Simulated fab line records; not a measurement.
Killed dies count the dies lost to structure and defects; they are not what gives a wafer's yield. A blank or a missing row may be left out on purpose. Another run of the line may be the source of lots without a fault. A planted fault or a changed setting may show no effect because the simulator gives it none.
fab line records	flow nandHarc
record: lots: 6	wafers: 18	lastDay: 26
route steps=1159 shown A_CONTACT@863 END@1159
lots that met no fault: taken from a fault-free run of the same line
startH: start of the lot's first displayed wafer, in hours after the record's first day	waitH: hours since the lot's step before	" as in the row above	L1.1+2: several wafers, shown together as one row	- no value, or no start was given	* or withheld: withheld	< > ~ a bound
route shown NAME@n: a module of which the file shows steps, and the number in the route of the first	usual: mean and standard deviation over wafers with no fault	same: alike in all rows	chamber/n: place in a boat	sites: the reading at each site	_std_site: their standard deviation	_edge_site: inner sites' mean taken away from outer sites' mean	radiusMm: for every site, how far away it sits from the centre of the wafer	mask NAME#n: copy n	behind: the last tool/chamber to shape the wafer	hold: cause of the lot's hold/its duration in hours/its outcome	device: transistor that didn't switch, given as n, p or np	end of line: tests of these same wafers at the route's end	where a step has no rows: the recipe by itself	killed: dies lost to structure and defects at the first sort, not the wafer's yield	map: per-die view of a wafer (x killed, . not killed, _ where there is no die)
set.NAME: the setting as run; set.NAME@STEP: as run at that earlier step	model.NAME: the simulator's own value behind a step, which no gauge read
lots at selected steps of the route; one table per step, one row per wafer
services: a tool's chamber out of use, with start hour (startH, from the record's first day; less than 0 if before it), hours out, and reason
== steps ==
step: NHARC_A_CONTACT_ETCH_112
recipe: sourceW: withheld	pressureMtorr: 20	biasV: 3000	timeS: 94	targetDepthA: 9220	arFlowSccm: withheld	c4f8FlowSccm: withheld	o2FlowSccm: withheld	chemistry: C4F8/O2/Ar
step: NHARC_A_CONTACT_ETCH_113
recipe: sourceW: withheld	pressureMtorr: 20	biasV: 3000	timeS: 94	targetDepthA: 9220	arFlowSccm: withheld	c4f8FlowSccm: withheld	o2FlowSccm: withheld	chemistry: C4F8/O2/Ar
step: NHARC_A_CONTACT_ETCH_114
recipe: sourceW: withheld	pressureMtorr: 20	biasV: 3000	timeS: 94	targetDepthA: 9220	arFlowSccm: withheld	c4f8FlowSccm: withheld	o2FlowSccm: withheld	chemistry: C4F8/O2/Ar
step: NHARC_A_CONTACT_ETCH_115
recipe: sourceW: withheld	pressureMtorr: 20	biasV: 3000	timeS: 94	targetDepthA: 9220	arFlowSccm: withheld	c4f8FlowSccm: withheld	o2FlowSccm: withheld	chemistry: C4F8/O2/Ar
step: NHARC_A_CONTACT_ETCH_116
recipe: sourceW: withheld	pressureMtorr: 20	biasV: 3000	timeS: 94	targetDepthA: 9220	arFlowSccm: withheld	c4f8FlowSccm: withheld	o2FlowSccm: withheld	chemistry: C4F8/O2/Ar
lot.wafer	tool	chamber	startH	waitH	rfHoursCounterH
L902.1	harCapEtch-01	1	387.59	0.1	52
L902.2	"	0	"	"	52
L902.6	"	0	"	"	-
L903.2	harCapEtch-02	0	394.74	0.1	9
L903.4	"	0	"	"	-
L903.5	"	1	"	"	-
L904.4	harCapEtch-03	1	395.79	0.1	-
L904.3	"	0	"	"	-
L904.6	"	0	"	"	-
L913.2	harCapEtch-03	0	473.35	0.1	94
L913.1	"	1	"	"	94
L913.6	"	1	"	"	-
L916.2	harCapEtch-02	1	473.85	0.1	22
L916.4	"	0	"	"	-
L916.5	"	0	"	"	-
L925.1	harCapEtch-02	0	527.06	0.1	35
L925.4	"	1	"	"	-
L925.6	"	0	"	"	-
step: NHARC_A_CONTACT_ETCH_117
recipe: sourceW: withheld	pressureMtorr: 20	biasV: 3000	timeS: 94	targetDepthA: 9220	arFlowSccm: withheld	c4f8FlowSccm: withheld	o2FlowSccm: withheld	chemistry: C4F8/O2/Ar
step: NHARC_A_CONTACT_ETCH_118
recipe: sourceW: withheld	pressureMtorr: 20	biasV: 3000	timeS: 94	targetDepthA: 9220	arFlowSccm: withheld	c4f8FlowSccm: withheld	o2FlowSccm: withheld	chemistry: C4F8/O2/Ar
lot.wafer	tool	chamber	startH	waitH	rfHoursCounterH
L902.1	harCapEtch-01	1	387.83	0.1	52
L902.2	"	0	"	"	52
L902.6	"	0	"	"	-
L903.2	harCapEtch-02	0	394.93	0.1	9
L903.4	"	0	"	"	-
L903.5	"	1	"	"	-
L904.4	harCapEtch-03	1	395.98	0.1	-
L904.3	"	0	"	"	-
L904.6	"	0	"	"	-
L913.2	harCapEtch-03	0	473.53	0.1	95
L913.1	"	1	"	"	95
L913.6	"	1	"	"	-
L916.2	harCapEtch-02	1	474.03	0.1	23
L916.4	"	0	"	"	-
L916.5	"	0	"	"	-
L925.1	harCapEtch-02	0	527.30	0.1	35
L925.4	"	1	"	"	-
L925.6	"	0	"	"	-
step: NHARC_A_CONTACT_ETCH_119
recipe: sourceW: withheld	pressureMtorr: 20	biasV: 3000	timeS: 94	targetDepthA: 9220	arFlowSccm: withheld	c4f8FlowSccm: withheld	o2FlowSccm: withheld	chemistry: C4F8/O2/Ar
step: NHARC_A_CONTACT_ETCH_120
recipe: sourceW: withheld	pressureMtorr: 20	biasV: 3000	timeS: 94	targetDepthA: 9220	arFlowSccm: withheld	c4f8FlowSccm: withheld	o2FlowSccm: withheld	chemistry: C4F8/O2/Ar
step: NHARC_A_CONTACT_ETCH_121
recipe: sourceW: withheld	pressureMtorr: 20	biasV: 3000	timeS: 94	targetDepthA: 9220	arFlowSccm: withheld	c4f8FlowSccm: withheld	o2FlowSccm: withheld	chemistry: C4F8/O2/Ar
step: NHARC_A_CONTACT_ETCH_122
recipe: sourceW: withheld	pressureMtorr: 20	biasV: 3000	timeS: 95	targetDepthA: 9300	arFlowSccm: withheld	c4f8FlowSccm: withheld	o2FlowSccm: withheld	chemistry: C4F8/O2/Ar
step: NHARC_A_CONTACT_ETCH_123
recipe: sourceW: withheld	pressureMtorr: 20	biasV: 400	timeS: 253	targetDepthA: 10900	arFlowSccm: withheld	c4f8FlowSccm: 11.5	o2FlowSccm: 7.2	chemistry: C4F8/O2/Ar
step: NHARC_A_CONTACT_ETCH_90
recipe: targetDepthA: 400	overEtchFrac: 0.5	timeS: 85.7	ionEnergyEv: 120	ch3fFlowSccm: 50	o2FlowSccm: 30	arFlowSccm: 200	rfW: 500	biasW: 100	chemistry: CH3F/O2
usual: drypumpMotorCurrentA: 5.7/0.49	oesProductAu: 0.96/0.037	rfVppV: 244.5/2	showerheadPlenumPTorr: 2.46/0.12	throttleValvePct: 20.663/0.0097
lot.wafer	tool	chamber	startH	waitH	drypumpMotorCurrentA	oesProductAu	rfHoursCounterH	rfVppV	showerheadPlenumPTorr	throttleValvePct
L902.2	rieDiel-08	0	389.27	0.7	5.7	1.00	27	246.9	2.65	20.653
L902.1	"	1	"	"	5.4	1.00	23	247.1	2.52	20.655
L902.6	"	0	"	"	5.7	1.01	-	248.2	2.65	20.671
L903.2	rieDiel-13	0	396.00	0.5	5.1	0.92	17	243.0	2.33	20.645
L903.4	"	1	"	"	6.0	0.91	17	245.2	2.49	20.669
L903.5	"	3	"	"	5.6	0.91	-	246.6	2.55	20.665
L904.3	rieDiel-11	3	397.03	0.4	4.9	1.00	8	241.9	2.32	20.655
L904.4	"	0	"	"	5.9	1.01	9	242.7	2.29	20.666
L904.6	"	1	"	"	6.4	1.01	-	243.8	2.39	20.657
L913.1	rieDiel-08	1	474.61	0.5	5.4	0.92	60	243.9	2.50	20.675
L913.2	"	2	"	"	4.8	0.93	64	246.0	2.56	20.669
L913.6	"	0	"	"	5.7	0.91	-	247.5	2.63	20.648
L916.4	rieDiel-08	1	475.09	0.4	5.4	0.93	60	246.7	2.50	20.675
L916.2	"	2	"	"	4.8	0.93	64	246.0	2.56	20.663
L916.5	"	1	"	"	5.4	0.93	-	245.4	2.50	20.664
L925.1	rieDiel-13	3	528.65	0.7	5.6	0.93	14	244.3	2.54	20.659
L925.4	"	2	"	"	6.2	0.93	-	247.1	2.66	20.671
L925.6	"	3	"	"	5.6	0.92	-	246.6	2.54	20.670
step: NHARC_A_CONTACT_ETCH_96
recipe: targetDepthA: 200	overEtchFrac: 0.5	timeS: 10	ionEnergyEv: 250	c4f6FlowSccm: 25	o2FlowSccm: 20	arFlowSccm: 500	rfW: 600	biasW: 500	chemistry: C4F6/O2
step: NHARC_A_CONTACT_CD_MEAS_53
usual: cdNm: 189.4/0.63
lot.wafer	tool	chamber	startH	waitH	cdNm
L902.1	cdSem-01	-	389.77	-	189.7
L902.2	"	-	"	"	190.0
L902.6	"	-	"	"	190.0
L903.2	cdSem-02	-	396.46	-	188.7
L903.4	"	-	"	"	188.2
L903.5	"	-	"	"	188.8
L904.3	cdSem-03	-	397.23	-	189.4
L904.4	"	-	"	"	190.0
L904.6	"	-	"	"	190.0
L913.1	cdSem-02	-	474.79	-	189.6
L913.2	"	-	"	"	189.5
L913.6	"	-	"	"	190.2
L916.2	cdSem-03	-	475.31	-	188.8
L916.4	"	-	"	"	188.9
L916.5	"	-	"	"	188.8
L925.1	cdSem-01	-	529.03	-	189.3
L925.4	"	-	"	"	189.3
L925.6	"	-	"	"	190.0
step: NHARC_A_CONTACT_STRIP_99
recipe: n2FlowSccm: 150	h2FlowSccm: 150	arFlowSccm: 0	biasW: 0	chemistry: N2/H2
step: NHARC_A_CONTACT_STRIP_100
recipe: cf4FlowSccm: 100	chf3FlowSccm: 30	arFlowSccm: 0	biasW: 0	chemistry: CF4/CHF3
step: NHARC_A_CONTACT_STRIP_101
recipe: o2FlowSccm: 400	cosFlowSccm: 20	arFlowSccm: 0	biasW: 0	chemistry: O2/COS
step: NHARC_A_CONTACT_ETCH_102
recipe: targetDepthA: 700	overetchA: 70	timeS: 38.5	ionEnergyEv: 100	cf4FlowSccm: 80	o2FlowSccm: 20	arFlowSccm: 0	rfW: 300	biasW: 100	chemistry: CF4/O2
usual: drypumpMotorCurrentA: 5.6/0.51	oes_ar_750_au: 0.999/0.0042	oes_o_777_au: 1.000/0.0047	oesProductAu: 0.999/0.0092	rfVppV: 197.8/1.6	showerheadPlenumPTorr: 1.33/0.068	throttleValvePct: 13.397/0.009
lot.wafer	tool	chamber	startH	waitH	drypumpMotorCurrentA	oes_ar_750_au	oes_o_777_au	oesProductAu	rfHoursCounterH	rfVppV	showerheadPlenumPTorr	throttleValvePct
L902.1	rieDiel-13	2	390.07	0.1	6.2	0.999	1.006	1.011	16	197.7	1.23	13.387
L902.2	"	0	"	"	5.1	0.998	0.997	0.995	16	196.5	1.27	13.386
L902.6	"	2	"	"	6.2	0.998	0.992	1.010	-	196.0	1.23	13.392
L903.4	rieDiel-11	0	396.75	0.1	5.9	0.996	0.997	1.008	9	195.2	1.24	13.400
L903.2	"	2	"	"	6.0	1.003	1.002	0.997	9	197.8	1.31	13.394
L903.5	"	0	"	"	5.9	1.002	1.008	1.010	-	196.9	1.24	13.400
L904.3	rieDiel-11	1	397.59	0.1	6.4	0.992	1.007	1.001	10	196.7	1.30	13.402
L904.4	"	2	"	"	6.1	1.001	1.000	0.990	9	196.6	1.31	13.390
L904.6	"	1	"	"	6.4	1.002	1.001	0.995	-	196.5	1.30	13.403
L913.2	rieDiel-08	0	475.17	0.1	5.7	0.998	0.990	0.987	65	199.7	1.43	13.394
L913.1	"	2	"	"	4.8	1.005	1.002	1.000	64	198.1	1.39	13.400
L913.6	"	0	"	"	5.7	1.002	0.997	0.979	-	202.6	1.43	13.410
L916.2	rieDiel-13	0	475.60	0.1	5.1	1.000	1.011	1.004	1	197.2	1.26	13.396
L916.4	"	2	"	"	6.2	0.997	0.998	1.007	3	200.8	1.45	13.383
L916.5	"	1	"	"	6.0	1.007	1.004	0.995	-	198.9	1.35	13.388
L925.1	rieDiel-13	3	529.36	0.1	5.6	0.998	1.004	1.003	14	197.7	1.38	13.409
L925.6	"	1	"	"	6.0	1.007	0.993	0.998	-	197.3	1.34	13.402
L925.4	"	3	"	"	5.6	1.000	0.992	1.008	-	198.7	1.38	13.406
step: NHARC_A_CONTACT_STRIP_55
recipe: o2FlowSccm: 500	arFlowSccm: 0	biasW: 0	chemistry: O2
step: NHARC_A_CONTACT_STRIP_56
recipe: timeS: 600	tempC: 30	chemistry: postEtchResidueRemover
step: NHARC_A_CONTACT_DEP_57
recipe: targetThkA: 28000	tempC: 400	material: aC
step: NHARC_A_CONTACT_DEP_58
recipe: targetThkA: 600	targetThkNm: 60	tempC: 400	pressureTorr: 3.5	flowSccm: 200	rfW: 350	material: SiON
step: NHARC_A_CONTACT_DEHYDRATE_59
recipe: tempC: 150	timeS: 120
step: NHARC_A_CONTACT_HMDS_60
recipe: timeS: 30
step: NHARC_A_CONTACT_COAT_61
recipe: tempC: 260	timeS: 75
step: NHARC_A_CONTACT_COAT_62
recipe: tempC: 225	timeS: 65
step: NHARC_A_CONTACT_COAT_63
recipe: spinRpm: 1500	resistThkNm: 90
step: NHARC_A_CONTACT_SOFTBAKE_64
recipe: tempC: 105	timeS: 55
step: NHARC_A_CONTACT_EBR_65
step: NHARC_A_CONTACT_EXPOSE_66
recipe: na: 1.35	sigmaOuter: 0.8	doseMj: 59.02	maskId: A_CC_2
step: NHARC_A_CONTACT_PEB_67
recipe: pebTempC: 100	pebTimeS: 65
step: NHARC_A_CONTACT_DEVELOP_68
recipe: developTimeS: 35	devTempC: 23
step: NHARC_A_CONTACT_CD_MEAS_69
recipe: targetCdNm: 200	landingEnergyEv: 500
usual: cdNm: 200.2/0.55
lot.wafer	tool	chamber	startH	waitH	cdNm
L902.1	cdSem-02	0	395.23	-	200.4
L902.2	"	0	"	"	199.5
L902.6	"	0	"	"	199.7
L903.2	cdSem-01	0	400.95	-	200.5
L903.4	"	0	"	"	200.6
L903.5	"	0	"	"	200.1
L904.3	cdSem-01	0	402.29	-	201.1
L904.4	"	0	"	"	199.8
L904.6	"	0	"	"	200.4
L913.1	cdSem-03	0	480.18	-	200.6
L913.2	"	0	"	"	200.2
L913.6	"	0	"	"	200.5
L916.2	cdSem-03	0	481.78	-	199.8
L916.4	"	0	"	"	199.6
L916.5	"	0	"	"	200.6
L925.1	cdSem-03	0	533.42	-	200.4
L925.4	"	0	"	"	199.9
L925.6	"	0	"	"	199.3
step: NHARC_A_CONTACT_OVL_MEAS_70
usual: overlayXNm: -0.3/0.85	overlayYNm: -0.1/0.84
lot.wafer	tool	chamber	startH	waitH	overlayXNm	overlayYNm
L902.1	overlay-01	-	395.32	-	1.2	-1.6
L902.2	"	-	"	"	0.9	-0.7
L902.6	"	-	"	"	1.4	-1.4
L903.2	overlay-02	-	401.04	-	-0.4	1.1
L903.4	"	-	"	"	-0.7	1.2
L903.5	"	-	"	"	-0.5	0.9
L904.3	overlay-02	-	402.37	-	-0.9	-0.4
L904.4	"	-	"	"	-0.7	0.1
L904.6	"	-	"	"	-0.3	-0.3
L913.1	overlay-02	-	480.27	-	-1.3	0.2
L913.2	"	-	"	"	-0.9	-0.3
L913.6	"	-	"	"	-1.2	0.2
L916.2	overlay-01	-	481.86	-	0.3	0.1
L916.4	"	-	"	"	0.2	-0.4
L916.5	"	-	"	"	0.4	-0.1
L925.1	overlay-01	-	533.51	-	0.6	0.7
L925.4	"	-	"	"	0.5	0.4
L925.6	"	-	"	"	0.9	0.6
step: NHARC_A_CONTACT_DESCUM_74
recipe: timeS: 3	o2FlowSccm: 200	arFlowSccm: 0	biasPowerW: 0	chemistry: O2
step: NHARC_A_CONTACT_ETCH_75
recipe: targetDepthA: 390	overEtchFrac: 0.3	timeS: 65	ionEnergyEv: 80	cf4FlowSccm: 150	arFlowSccm: 0	rfW: 300	biasW: 100	chemistry: CF4
step: NHARC_A_CONTACT_ETCH_76
recipe: targetDepthA: 2600	overEtchFrac: 0.3	timeS: 475.3	ionEnergyEv: 200	n2FlowSccm: 150	h2FlowSccm: 150	arFlowSccm: 0	rfW: 400	biasW: 150	chemistry: N2/H2
usual: drypumpMotorCurrentA: 5.7/0.48	oesProductAu: 1.000/0.0095	rfVppV: 430/3	showerheadPlenumPTorr: 2.02/0.11	throttleValvePct: 14.172/0.0086
lot.wafer	tool	chamber	startH	waitH	drypumpMotorCurrentA	oesProductAu	rfHoursCounterH	rfVppV	showerheadPlenumPTorr	throttleValvePct
L902.2	rieDiel-13	2	-	-	6.2	0.995	17	426	1.88	14.173
L902.1	"	3	"	"	5.6	0.999	17	434	2.12	14.169
L902.6	"	1	"	"	6.0	0.992	-	430	2.06	14.165
L903.2	rieDiel-13	1	-	-	6.1	0.987	19	432	2.06	14.174
L903.4	"	2	"	"	6.2	0.997	19	426	1.88	14.180
L903.5	"	0	"	"	5.1	0.995	-	429	1.93	14.179
L904.4	rieDiel-11	2	-	-	6.0	0.997	12	430	2.00	14.178
L904.3	"	3	"	"	4.8	0.994	12	428	1.92	14.176
L904.6	"	2	"	"	6.0	0.991	-	431	2.00	14.184
L913.2	rieDiel-11	2	-	-	6.0	0.995	41	431	1.99	14.149
L913.1	"	3	"	"	4.8	0.999	42	428	1.91	14.183
L913.6	"	2	"	"	6.0	0.993	-	430	1.99	14.149
L916.2	rieDiel-13	3	-	-	5.6	1.007	3	433	2.12	14.161
L916.4	"	0	"	"	5.1	1.019	2	428	1.93	14.156
L916.5	"	0	"	"	5.1	1.015	-	428	1.93	14.166
L925.1	rieDiel-13	2	-	-	6.2	1.017	14	436	2.21	14.164
L925.4	"	0	"	"	5.1	1.005	14	427	1.92	14.178
L925.6	"	1	"	"	6.0	0.998	-	430	2.05	14.178
step: NHARC_A_CONTACT_ETCH_77
recipe: targetDepthA: 726	timeS: 36.3	cf4FlowSccm: 100	chf3FlowSccm: 30	arFlowSccm: 0	rfW: 500	biasW: 200	chemistry: CF4/CHF3
step: NHARC_A_CONTACT_ETCH_78
recipe: targetDepthA: 28000	overEtchFrac: 0.3	timeS: 728	ionEnergyEv: 150	o2FlowSccm: 400	cosFlowSccm: 20	arFlowSccm: 0	rfW: 500	biasW: 300	chemistry: O2/COS
usual: drypumpMotorCurrentA: 5.7/0.48	oesProductAu: 1.002/0.0097	rfVppV: 313.8/2.3	showerheadPlenumPTorr: 3.10/0.15	throttleValvePct: 28.329/0.0082
lot.wafer	tool	chamber	startH	waitH	drypumpMotorCurrentA	oesProductAu	rfHoursCounterH	rfVppV	showerheadPlenumPTorr	throttleValvePct
L902.2	rieDiel-13	1	-	-	6.0	0.983	17	314.8	3.16	28.318
L902.1	"	3	"	"	5.6	1.000	18	315.8	3.24	28.324
L902.6	"	0	"	"	5.1	0.995	-	312.9	2.97	28.338
L903.4	rieDiel-13	2	-	-	6.2	1.015	19	310.1	2.89	28.343
L903.2	"	0	"	"	5.2	1.003	19	311.0	2.97	28.332
L903.5	"	2	"	"	6.2	1.012	-	310.4	2.89	28.324
L904.4	rieDiel-11	2	-	-	6.1	1.005	12	313.8	3.07	28.333
L904.3	"	1	"	"	6.4	1.002	12	313.8	3.04	28.333
L904.6	"	2	"	"	6.1	0.997	-	313.8	3.07	28.320
L913.1	rieDiel-11	1	-	-	6.4	0.997	43	314.3	3.03	28.314
L913.2	"	2	"	"	6.0	0.993	41	313.2	3.06	28.331
L913.6	"	2	"	"	6.0	0.986	-	312.8	3.06	28.315
L916.4	rieDiel-13	3	-	-	5.6	0.993	4	314.7	3.23	28.339
L916.2	"	1	"	"	6.0	1.004	3	314.1	3.15	28.330
L916.5	"	3	"	"	5.6	1.002	-	317.0	3.23	28.346
L925.4	rieDiel-13	3	-	-	5.6	1.001	15	315.4	3.23	28.329
L925.1	"	0	"	"	5.1	1.013	14	313.1	2.96	28.329
L925.6	"	2	"	"	6.2	1.021	-	318.6	3.37	28.328
step: NHARC_A_CONTACT_ETCH_124
recipe: sourceW: withheld	pressureMtorr: 20	biasV: withheld	timeS: 140	targetDepthA: 7000	arFlowSccm: withheld	c4f8FlowSccm: withheld	o2FlowSccm: withheld	chemistry: C4F8/O2/Ar
step: NHARC_END_SORT_01
recipe: tempC: 25
usual: killedAtArray: 27/12	killedAtOther: 0.5/0.9	killedAtPeriphery: 3.7/2.7	killedDies: 31/12	killedOpen: 3.3/2	killedShort: 2.0/1.4
same: grossDies: 677
lot.wafer	tool	chamber	startH	waitH	killedAtArray	killedAtOther	killedAtPeriphery	killedDies	killedOpen	killedShort
L913.1	prober-02	0	562.96	2.5	94	1	1	96	3	0
L913.2	prober-02	0	563.75	2.8	74	0	0	74	2	1
L913.6	prober-02	0	566.94	4.0	108	0	2	110	2	0
L916.2	prober-01	0	563.81	2.8	72	1	2	75	3	1
L916.4	prober-01	0	565.43	3.4	111	1	3	115	3	4
L916.5	prober-01	0	566.24	3.7	97	1	2	100	3	2
killed by level:class
L913.1 A_CONTACT:unspecified=79 A_CHANNEL_HOLE_D1:chamberFilmFlake=8 A_CONTACT:chamberFilmFlake=2 P_GATE:geometricParticle:open=1 A_ONON_D1:geometricParticle:open=1 A_CONTACT:geometricParticle:open=1 A_STAIRCASE:chamberFilmFlake=1 A_WL_FILL:chamberFilmFlake=1
L913.2 A_CONTACT:unspecified=46 A_CHANNEL_HOLE_D1:chamberFilmFlake=17 A_CONTACT:chamberFilmFlake=8 A_CONTACT:geometricParticle:open=2 A_CONTACT:geometricParticle:short=1
L916.2 A_CONTACT:unspecified=49 A_CHANNEL_HOLE_D1:chamberFilmFlake=17 A_CONTACT:geometricParticle:open=2 P_M1:geometricParticle:open=1 A_STAIRCASE:geometricParticle:short=1 P_ZERO_WELL:chamberFilmFlake=1 A_ZERO_WELL:chamberFilmFlake=1 A_CHANNEL_FILL_D1:chamberFilmFlake=1
L916.4 A_CONTACT:unspecified=83 A_CHANNEL_HOLE_D1:chamberFilmFlake=18 A_STAIRCASE:chamberFilmFlake=2 A_CHANNEL_HOLE_D1:geometricParticle:short=1 A_CHANNEL_FILL_D1:geometricParticle:short=1 A_CONTACT:geometricParticle:open=1 A_M0:geometricParticle:open=1 A_M0:geometricParticle:short=1
L916.5 A_CONTACT:unspecified=70 A_CHANNEL_HOLE_D1:chamberFilmFlake=17 A_CONTACT:chamberFilmFlake=2 P_M0:geometricParticle:open=1 A_ONON_D1:geometricParticle:short=1 A_SGD_CUT:geometricParticle:short=1 A_WL_FILL:geometricParticle:open=1 A_CONTACT:geometricParticle:open=1
L913.6 A_CONTACT:unspecified=80 A_CHANNEL_HOLE_D1:chamberFilmFlake=19 A_CONTACT:chamberFilmFlake=3 P_GATE:chamberFilmFlake=2 A_STAIRCASE:geometricParticle:open=1 A_CONTACT:geometricParticle:open=1 A_SLIT:chamberFilmFlake=1 A_STAIRCASE:chamberFilmFlake=1
map L913.6 (x killed, . not)
____________.____________
_________......._________
_______..........._______
______.x........x..______
_____......x........_____
____.............x...____
____.................____
___...................___
___...................___
__.....................__
__.....................__
_......................._
_.......x..............._
_......................._
_...xx.x................_
_...xxx.x..............._
.....xx............x.....
.......x.................
....xx...................
...xxx.xx................
..x...xxxx...............
_..xxxxx.x.......x......_
_x.xxxxxx..............._
_.xxxxxxxx.............._
_.xxxxxxxxx............._
_.xxxxxxx.x............._
__xxxxxxxx.............__
__xxxxxxxxxx...........__
___xxxxx..............___
___xxxxxx..........x..___
____xxxxx.x..........____
____.xxxx............____
_____.x.x..........._____
______.............______
_______.....x....._______
_________......._________
____________.____________
map L916.4 (x killed, . not)
____________.____________
_________......._________
_______..........._______
______.............______
_____..............._____
____.................____
____.................____
___...................___
___.x.................___
__.....................__
__.....................__
_......................._
_....x.................._
_......................._
_...x...........x......._
_.x..xxx................_
..xx.xxx...xxx.......x...
....x.x..xxxx..x.......x.
.x.x.x.x.xxxx............
.....xx..xxxxxxx.........
....x...xxxxxxx..........
_....x.xxxxxxx.........._
_.....xxxxxxxxx........._
_......xxxxxxxx........._
_.....xxxxxxxx.........._
_x.....xxxxxx.x........._
__.....xxxxxxxx........__
__....x..xxxxx.........__
___.....xx.x..x.......___
___........x.x........___
____........x........____
____..x..............____
_____...........x..x_____
______.............______
_______..........._______
_________......._________
____________.____________
== services ==
tool	chamber	startH	hours	kind
harCapEtch-01	-	367.74	0.2	repair
rieDiel-11	-	368.08	9.0	pm
rieDiel-08	3	368.91	2.4	repair
harCapEtch-01	-	380.24	0.8	repair
rieDiel-13	0	383.06	-	clean
rieDiel-13	1	383.06	-	clean
rieDiel-13	2	383.06	-	clean
rieDiel-13	3	383.06	-	clean
rieDiel-13	0	407.58	-	clean
rieDiel-13	1	407.58	-	clean
rieDiel-13	2	407.58	-	clean
rieDiel-13	3	407.58	-	clean
rieDiel-13	0	432.13	-	clean
rieDiel-13	1	432.13	-	clean
rieDiel-13	2	432.13	-	clean
rieDiel-13	3	432.13	-	clean
rieDiel-13	-	453.08	9.0	pm
rieDiel-13	0	453.08	9.0	ventCycle
rieDiel-13	1	453.08	9.0	ventCycle
harCapEtch-01	-	461.43	0.5	repair
harCapEtch-03	-	467.09	0.3	repair
rieDiel-08	-	480.12	9.0	pm
rieDiel-11	1	492.62	4.0	repair
rieDiel-13	0	526.94	4.7	repair
== key ==
firstSign: step: NHARC_END_SORT_01	reading: killedAtArray	direction: up	sigmas: 5.7	usual: 27	struck: 93
effect: step: NHARC_END_SORT_01	reading: killedDies	direction: up	sigmas: 5.3	usual: 31	struck: 95
moreKillsBornAt: NHARC_A_CONTACT_ETCH_90@rieDiel-08: 406
metAt NHARC_A_CONTACT_ETCH_90
struckWafers L913.1,L913.2,L913.6,L916.2,L916.4,L916.5
testerLeftOut L913,L916
onsetBetween 389.27 474.61
fault: kind: chamberParticleSource	tool: rieDiel-08	chamber: -	onsetH: 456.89	steps: NHARC_A_CONTACT_ETCH_90	ratePerVisitCm2: 0.73932	endH: 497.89
testerLeftOut: of these lots the tester's yield and bins aren't shown, on N5 and GAA mostly nor the transistor test; their killed dies are dies lost to structure and defects alone, not to doping, threshold or leakage, so they don't give the yield
